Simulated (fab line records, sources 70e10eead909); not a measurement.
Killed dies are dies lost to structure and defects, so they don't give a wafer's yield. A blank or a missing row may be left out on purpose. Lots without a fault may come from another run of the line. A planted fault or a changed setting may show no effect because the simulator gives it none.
fab line records | flow nand_harc
record lots=12 wafers=36 last_day=33
route steps=1302 shown A_M1@1196 A_BONDPAD@1222 HYBRID_BOND@1237 END@1302
lots that met no fault: from a run of the same line without faults
start_h: hours from the record's first day to the start of the lot's first wafer shown | wait_h: hours since the lot's step before | " the same as in the row above | L1.1+2: a row that stands for several wafers | - no value, or no start given | * or withheld: withheld | < > ~ a bound
route shown NAME@n: a module of which the file shows steps, and the number in the route of the first | usual: mean/standard deviation of fault-free wafers | same: alike in all rows | chamber/n: place in a boat | sites: the reading at each site | _std_site: their standard deviation | _edge_site: outer sites' mean less inner sites' | radius_mm: how far each site lies from the wafer's centre | mask NAME#n: copy n | behind: the tool/chamber that last shaped the wafer | hold: why the lot was held/for how many hours/how that ended | device: the transistor (n, p or np) that didn't switch | end of line: the same wafers' tests at the end of the route | a step without rows: its recipe alone | killed: dies lost to structure and defects at the first sort, not the wafer's yield | map: a wafer's dies, x killed, . not, _ none there
set.NAME: the setting as run; set.NAME@STEP: as run at that earlier step | model.NAME: the simulator's own value behind a step, which no gauge read
steps of the route over a sample of lots; a table a step, a row a wafer
services: from which hour (start_h, from the record's first day; less than 0 if before it) a tool's chamber was out of use, for how many hours, and why
## steps
# step NHARC_A_M1_THK_MEAS_24
# recipe thk_meas_gauge=xrf
# usual thk_nm=154.4/1.5
# columns lot.wafer tool chamber start_h wait_h thk_nm
L399.1 film_metro-01 - 543.21 - 153.7
L399.3 " - " " 154.8
L399.5 " - " " 155.8
L401.1 film_metro-01 - 554.99 - 157.7
L401.2 " - " " 155.8
L401.5 " - " " 154.8
L402.1 film_metro-01 - 560.71 - 152.7
L402.2 " - " " 153.1
L402.5 " - " " 153.0
L404.4 film_metro-01 - 585.47 - 154.6
L404.5 " - " " 154.1
L404.6 " - " " 155.1
L403.1 film_metro-02 - 586.38 - 154.2
L403.3 " - " " 155.3
L403.5 " - " " 155.1
L409.4 film_metro-01 - 640.25 - 155.5
L409.5 " - " " 154.6
L409.6 " - " " 156.0
L412.2 film_metro-02 - 684.82 - 154.9
L412.3 " - " " 154.7
L412.6 " - " " 155.9
L414.1 film_metro-02 - 698.49 - 156.6
L414.2 " - " " 155.6
L414.3 " - " " 154.6
L416.1 film_metro-01 - 713.25 - 152.9
L416.2 " - " " 152.4
L416.4 " - " " 153.2
L419.1 film_metro-01 - 735.73 - 153.9
L419.2 " - " " 154.9
L419.6 " - " " 154.5
L418.2 film_metro-02 - 735.89 - 154.3
L418.5 " - " " 155.1
L418.6 " - " " 154.7
L421.1 film_metro-02 - 756.67 - 154.8
L421.3 " - " " 153.1
L421.4 " - " " 153.0
# step NHARC_A_BONDPAD_STRIP_15
# recipe o2_flow_sccm=500 ar_flow_sccm=0 bias_w=0 chemistry=O2
# usual bias_w=0/0 chamber_pressure_mTorr=60.00/0.063 drypump_motor_current_A=5.7/0.45 o2_flow_sccm=500.1/1.4 oes_product_au=0.999/0.011 rf_vpp_V=57.5/0.89 showerhead_plenum_p_Torr=3.42/0.084 throttle_valve_pct=17.036/0.009
# columns lot.wafer tool chamber start_h wait_h bias_w chamber_pressure_mTorr drypump_motor_current_A o2_flow_sccm oes_product_au rf_hours_counter_h rf_vpp_V showerhead_plenum_p_Torr throttle_valve_pct
L399.3 rie_diel-13 2 545.94 0.1 0 60.01 6.2 499.2 1.004 3 59.2 3.33 17.022
L399.1 " 0 " " 0 60.02 5.2 501.5 0.994 3 57.9 3.35 17.029
L399.5 " 2 " " 0 60.06 6.2 500.4 1.008 - 58.1 3.33 17.035
L401.2 rie_diel-13 1 557.70 0.1 0 59.94 5.2 501.0 1.008 3 56.5 3.50 17.032
L401.1 " 3 " " 0 59.95 5.4 500.2 1.010 3 57.0 3.47 17.028
L401.5 " 2 " " 0 60.02 6.2 500.5 1.023 - 56.8 3.33 17.035
L402.1 rie_diel-13 0 563.27 0.1 - - - - - - - - -
L402.2 " 2 " " - - - - - - - - -
L402.5 " 0 " " - - - - - - - - -
L404.4 rie_diel-13 3 588.03 0.1 - - - - - - - - -
L404.6 " 3 " " - - - - - - - - -
L404.5 " 0 " " - - - - - - - - -
L403.1 rie_diel-13 1 589.15 0.1 - - - - - - - - -
L403.3 " 2 " " - - - - - - - - -
L403.5 " 0 " " - - - - - - - - -
L409.4 rie_diel-13 0 642.99 0.1 0 60.02 5.2 497.9 0.989 17 56.4 3.34 17.038
L409.5 " 2 " " 0 59.90 6.3 501.5 1.020 - 56.6 3.32 17.040
L409.6 " 3 " " 0 60.03 5.4 501.2 0.991 - 56.4 3.46 17.042
L412.3 rie_diel-10 1 687.52 0.1 0 60.03 5.9 500.7 0.984 3 56.7 3.42 17.033
L412.2 " 3 " " 0 60.00 5.2 500.5 1.005 3 57.9 3.30 17.026
L412.6 " 1 " " 0 59.92 5.9 500.8 0.992 - 57.3 3.42 17.045
L414.1 rie_diel-10 0 701.17 0.1 0 60.00 6.5 501.4 0.991 5 58.5 3.57 17.048
L414.3 " 2 " " 0 60.04 5.6 499.2 0.997 4 57.1 3.44 17.047
L414.2 " 3 " " 0 59.95 5.3 501.8 1.015 4 56.9 3.30 17.039
L416.1 rie_diel-10 2 715.84 0.1 0 60.07 5.6 500.5 1.007 4 57.2 3.44 17.024
L416.4 " 3 " " 0 60.02 5.2 500.3 1.000 5 57.4 3.30 17.030
L416.2 " 0 " " 0 59.97 6.5 498.1 0.990 5 57.3 3.57 17.031
L419.1 rie_diel-10 1 738.46 0.1 0 60.11 5.9 500.1 1.011 5 59.9 3.42 17.023
L419.2 " 3 " " 0 60.00 5.3 500.3 1.004 5 56.6 3.29 17.023
L419.6 " 2 " " 0 59.98 5.6 496.4 0.996 - 58.0 3.44 17.035
L418.2 rie_diel-13 2 738.57 0.1 0 60.00 6.2 500.5 1.007 7 58.3 3.31 17.039
L418.6 " 2 " " 0 60.02 6.2 499.3 1.017 - 57.8 3.31 17.040
L418.5 " 3 " " 0 59.98 5.4 499.6 1.017 - 57.3 3.45 17.037
L421.4 rie_diel-13 1 759.35 0.1 0 59.95 5.2 499.4 1.013 8 58.0 3.49 17.047
L421.3 " 2 " " 0 59.98 6.2 499.6 1.005 9 57.9 3.31 17.016
L421.1 " 0 " " 0 60.01 5.2 501.2 1.002 8 57.1 3.33 17.050
# step NHARC_A_BONDPAD_PVD_27
# recipe target_thk_a=300 chamber_pressure_pa=5 power_w=5000 substrate_temp_c=30 time_s=20.49 material=Cu
# usual throttle_valve_pct=29.8/1.4
# columns lot.wafer tool chamber start_h wait_h throttle_valve_pct
L399.3 pvd_sputter-03 - - - 32.6
L399.1 " - " " 28.7
L399.5 " - " " 32.9
L401.1 pvd_sputter-03 - - - 28.8
L401.2 " - " " 29.8
L401.5 " - " " 32.9
L402.2 pvd_sputter-01 - - - 29.1
L402.1 " - " " 27.4
L402.5 " - " " 28.8
L404.4 pvd_sputter-01 - - - 27.4
L404.5 " - " " 30.4
L404.6 " - " " 27.4
L403.1 pvd_sputter-02 - - - 28.9
L403.3 " - " " 29.7
L403.5 " - " " 28.6
L409.4 pvd_sputter-03 - - - 29.2
L409.6 " - " " 32.9
L409.5 " - " " 30.7
L412.2 pvd_sputter-02 - - - 28.8
L412.3 " - " " 30.5
L412.6 " - " " 29.9
L414.3 pvd_sputter-01 - - - 30.5
L414.2 " - " " 30.8
L414.1 " - " " 26.7
L416.2 pvd_sputter-02 - - - 30.5
L416.1 " - " " 30.5
L416.4 " - " " 29.7
L419.1 pvd_sputter-01 - - - 30.9
L419.2 " - " " 27.1
L419.6 " - " " 28.7
L418.2 pvd_sputter-02 - - - 28.9
L418.6 " - " " 30.1
L418.5 " - " " 29.5
L421.1 pvd_sputter-02 - - - 30.8
L421.4 " - " " 30.4
L421.3 " - " " 29.1
# step NHARC_HYBRID_BOND_ACTIVATE_00
# recipe time_s=60 n2_flow_sccm=200 ar_flow_sccm=0 bias_power_w=0 chemistry=N2
# usual drypump_motor_current_A=5.7/0.34 n2_flow_sccm=200.0/0.66 oes_product_au=1.002/0.011 rf_vpp_V=64.2/0.88 showerhead_plenum_p_Torr=1.76/0.046
# columns lot.wafer tool chamber start_h wait_h drypump_motor_current_A n2_flow_sccm oes_product_au rf_hours_counter_h rf_vpp_V showerhead_plenum_p_Torr
L399.3 rie_diel-11 2 548.33 0.2 5.4 200.3 0.993 43 65.5 1.71
L399.1 " 3 " " 5.1 199.7 1.008 46 64.6 1.75
L399.5 " 3 " " 5.1 200.8 1.002 - 64.3 1.75
L401.2 rie_diel-03 3 559.92 0.1 6.0 199.3 1.001 9 62.5 1.79
L401.1 " 2 " " 5.9 199.8 1.006 10 64.4 1.83
L401.5 " 3 " " 6.0 200.1 1.008 - 64.1 1.79
L402.2 rie_diel-03 0 565.53 0.1 5.6 200.2 0.999 10 63.9 1.77
L402.1 " 1 " " 5.5 200.7 1.005 11 63.4 1.75
L402.5 " 0 " " 5.6 200.4 1.003 - 64.9 1.77
L404.4 rie_diel-03 3 590.26 0.1 6.0 199.8 0.988 11 63.5 1.79
L404.5 " 1 " " 5.6 200.0 0.997 - 64.6 1.75
L404.6 " 2 " " 5.9 199.5 0.988 - 64.1 1.82
L403.1 rie_diel-07 3 591.36 0.1 5.0 200.2 1.013 30 65.1 1.73
L403.3 " 0 " " 6.3 200.1 0.982 37 62.8 1.70
L403.5 " 3 " " 5.0 200.3 1.008 - 65.1 1.73
L409.4 rie_diel-07 3 645.20 0.1 5.0 200.0 1.000 42 65.0 1.73
L409.6 " 3 " " 5.0 199.8 1.003 - 64.8 1.73
L409.5 " 0 " " 6.3 199.4 0.983 - 63.5 1.69
L412.3 rie_diel-03 1 689.79 0.1 5.5 198.9 1.012 4 64.2 1.75
L412.2 " 3 " " 6.0 200.9 0.997 4 65.0 1.79
L412.6 " 1 " " 5.5 199.7 1.000 - 63.3 1.75
L414.2 rie_diel-11 2 703.45 0.1 5.3 200.6 1.004 27 62.9 1.69
L414.1 " 0 " " 5.7 199.4 1.010 29 62.6 1.73
L414.3 " 1 " " 5.9 199.6 1.026 23 64.9 1.71
L416.2 rie_diel-03 0 718.26 0.1 5.6 198.5 1.022 6 63.6 1.76
L416.1 " 1 " " 5.5 199.9 1.022 6 64.5 1.75
L416.4 " 2 " " 5.9 200.2 0.993 6 65.0 1.82
L419.2 rie_diel-03 2 740.75 0.1 5.9 199.8 1.000 8 63.7 1.82
L419.1 " 1 " " 5.5 198.7 1.003 8 64.0 1.75
L419.6 " 2 " " 5.9 199.9 1.003 - 64.4 1.82
L418.2 rie_diel-03 3 740.84 0.1 6.0 200.7 0.998 8 64.1 1.78
L418.6 " 2 " " 5.9 199.8 0.995 - 65.8 1.82
L418.5 " 3 " " 6.0 200.0 1.003 - 63.9 1.78
L421.4 rie_diel-03 3 761.66 0.1 6.0 199.8 1.010 9 65.5 1.78
L421.1 " 0 " " 5.6 199.8 1.015 10 64.7 1.76
L421.3 " 2 " " 5.9 201.3 0.995 9 63.8 1.82
# step NHARC_END_SORT_01
# recipe temp_c=25
# usual defect_limited_yield=90.5/2.8 killed_at_array=59/19 killed_at_other=1.0/1.1 killed_at_periphery=3.8/2.4 killed_dies=64/19 killed_open=3.3/2 killed_short=2.4/1.6
# same gross_dies=677
# columns lot.wafer tool chamber start_h wait_h defect_limited_yield[%] killed_at_array killed_at_other killed_at_periphery killed_dies killed_open killed_short
L403.1 prober-01 0 619.04 2.5 87.7 79 1 3 83 3 3
L412.2 prober-01 0 719.32 2.8 90.5 57 3 4 64 10 3
L412.3 prober-01 0 720.11 3.1 91.4 56 2 0 58 4 0
L412.6 prober-01 0 722.51 4.0 91.4 53 3 2 58 5 0
L414.1 prober-01 0 728.37 2.5 93.4 41 1 3 45 3 5
L414.2 prober-01 0 729.17 2.8 93.9 36 0 5 41 3 3
L414.3 prober-01 0 729.97 3.1 93.1 41 0 6 47 7 1
# killed by level:class
L403.1 A_CHANNEL_HOLE_D1:chamber_film_flake=34 A_CHANNEL_HOLE_D2:chamber_film_flake=33 A_STAIRCASE:chamber_film_flake=5 P_GATE:chamber_film_flake=2 A_CONTACT:chamber_film_flake=2 P_GATE:geometric_particle:open=1 A_ONON_D2:geometric_particle:short=1 A_CHANNEL_HOLE_D2:geometric_particle:short=1
L412.2 A_SLIT:chamber_film_flake=23 A_CHANNEL_HOLE_D2:chamber_film_flake=13 A_CHANNEL_HOLE_D1:chamber_film_flake=9 A_WL_FILL:geometric_particle:short=2 THIN_TSV:chamber_film_flake=2 P_GATE:geometric_particle:open=1 P_CONTACT:geometric_particle:open=1 P_M0:geometric_particle:open=1
L412.3 A_SLIT:chamber_film_flake=27 A_CHANNEL_HOLE_D2:chamber_film_flake=14 A_CHANNEL_HOLE_D1:chamber_film_flake=8 THIN_TSV:chamber_film_flake=2 A_CHANNEL_HOLE_D1:geometric_particle:open=1 A_CHANNEL_FILL_D2:geometric_particle:open=1 A_SGD_CUT:geometric_particle:open=1 A_CONTACT:geometric_particle:open=1
L412.6 A_SLIT:chamber_film_flake=26 A_CHANNEL_HOLE_D2:chamber_film_flake=15 A_CHANNEL_HOLE_D1:chamber_film_flake=8 THIN_TSV:chamber_film_flake=3 A_M0:geometric_particle:open=2 P_GATE:geometric_particle:open=1 P_M0:geometric_particle:open=1 A_WL_FILL:geometric_particle:open=1
L414.1 A_CHANNEL_HOLE_D1:chamber_film_flake=13 A_CONTACT:chamber_film_flake=6 A_CHANNEL_HOLE_D2:chamber_film_flake=5 A_SLIT:chamber_film_flake=4 A_CHANNEL_HOLE_D2:geometric_particle:short=3 A_WL_FILL:chamber_film_flake=3 P_ZERO_WELL:chamber_film_flake=2 A_SGD_CUT:chamber_film_flake=2
L414.2 A_CHANNEL_HOLE_D1:chamber_film_flake=12 A_CONTACT:chamber_film_flake=10 A_SLIT:chamber_film_flake=3 A_CHANNEL_FILL_D1:chamber_film_flake=3 A_CHANNEL_HOLE_D2:chamber_film_flake=3 P_STI:chamber_film_flake=2 P_GATE:geometric_particle:short=1 P_CONTACT:geometric_particle:open=1
L414.3 A_CHANNEL_HOLE_D1:chamber_film_flake=7 A_CHANNEL_HOLE_D2:chamber_film_flake=6 A_SLIT:chamber_film_flake=6 A_CONTACT:chamber_film_flake=6 A_CHANNEL_FILL_D1:chamber_film_flake=3 A_WL_FILL:chamber_film_flake=3 P_STI:geometric_particle:open=1 P_CONTACT:geometric_particle:open=1
## services
# columns tool chamber start_h hours kind
pvd_sputter-03 - 526.08 10.0 pm
rie_diel-13 0 528.60 - clean
rie_diel-13 1 528.60 - clean
rie_diel-13 2 528.60 - clean
rie_diel-13 3 528.60 - clean
rie_diel-07 3 537.09 21.7 repair
rie_diel-03 0 540.82 - clean
rie_diel-03 0 549.48 8.5 repair
pvd_sputter-03 - 560.84 11.4 repair
rie_diel-13 1 576.90 4.4 repair
rie_diel-10 - 596.50 9.0 pm
rie_diel-07 3 597.56 16.1 repair
rie_diel-03 3 605.76 18.8 repair
rie_diel-11 - 609.66 9.0 pm
pvd_sputter-01 - 627.86 10.0 pm
rie_diel-03 - 635.32 9.0 pm
pvd_sputter-02 - 639.76 10.0 pm
rie_diel-07 - 651.08 9.0 pm
rie_diel-11 1 652.46 8.0 repair
pvd_sputter-02 - 682.33 3.9 repair
rie_diel-13 - 696.60 9.0 pm
pvd_sputter-03 - 704.08 10.0 pm
rie_diel-10 0 735.03 4.4 repair
rie_diel-10 2 752.31 6.6 repair
## key
first_sign step=NHARC_A_BONDPAD_STRIP_15 reading=tool_record direction=missing
effect none on later readings
met_at NHARC_A_BONDPAD_STRIP_15
struck_lots L402,L403,L404
not_acting_at NHARC_A_M1_THK_MEAS_24,NHARC_A_BONDPAD_PVD_27,NHARC_HYBRID_BOND_ACTIVATE_00
onset_between 557.70 563.27
fault kind=skipped_step_whole tool=rie_diel-13 chamber=- onset_h=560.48 steps=NHARC_A_BONDPAD_STRIP_15 scope=struck_lots_only
